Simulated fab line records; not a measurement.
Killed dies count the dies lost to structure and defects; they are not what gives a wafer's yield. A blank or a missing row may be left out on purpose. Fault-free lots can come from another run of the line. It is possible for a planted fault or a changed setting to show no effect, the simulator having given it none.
Chamber matching + flow nand_harc + rie_diel-04 running NHARC_A_STAIRCASE_TRIM_12: 4 sister chambers
The step chemistry O2, time 211.2 s. 4 wafers are shown with their chamber, then 12 later ones without.

WAFERS WITH THEIR CHAMBER
| wafer  | chamber | showerhead_plenum_p_Torr (Torr) |
|--------|---------|---------------------------------|
| L084.3 | 3       | 3.36                            |
| L084.5 | 2       | 3.29                            |
| L088.5 | 1       | 3.47                            |
| L088.6 | 0       | 3.72                            |

WAFERS WITHOUT THEIR CHAMBER
| wafer  | showerhead_plenum_p_Torr (Torr) |
|--------|---------------------------------|
| L090.2 | 3.71                            |
| L090.3 | 3.35                            |
| L090.4 | 3.28                            |
| L090.1 | 3.47                            |
| L090.5 | 3.28                            |
| L090.6 | 3.35                            |
| L093.1 | 3.71                            |
| L093.3 | 3.46                            |
| L093.6 | 3.34                            |
| L095.2 | 3.34                            |
| L095.3 | 3.46                            |
| L095.5 | 3.46                            |

WHICH CHAMBER EACH WENT THROUGH
| wafer  | from the rows above | in truth |
|--------|---------------------|----------|
| L090.2 | 0                   | 0        |
| L090.3 | 3                   | 3        |
| L090.4 | 2                   | 2        |
| L090.1 | 1                   | 1        |
| L090.5 | 2                   | 2        |
| L090.6 | 3                   | 3        |
| L093.1 | 0                   | 0        |
| L093.3 | 1                   | 1        |
| L093.6 | 3                   | 3        |
| L095.2 | 3                   | 3        |
| L095.3 | 1                   | 1        |
| L095.5 | 1                   | 1        |
12 of 12 placed correctly. From these rows, 0 cannot be placed. Placed wrongly: 0.
How it was worked out, from the rows above alone: a wafer's distance from a chamber is the root of the sum, over the readings, of the square of ((its reading less the chamber's mean) divided by the reading's scatter). The wafer belongs to the nearest chamber; if the next one is less than 2 further off, it can't be placed. The mean given for a chamber averages the wafers shown for that chamber. The scatter: with one shown wafer a chamber, the root of the mean of the squares of how far each hidden wafer lies from its nearest shown one.
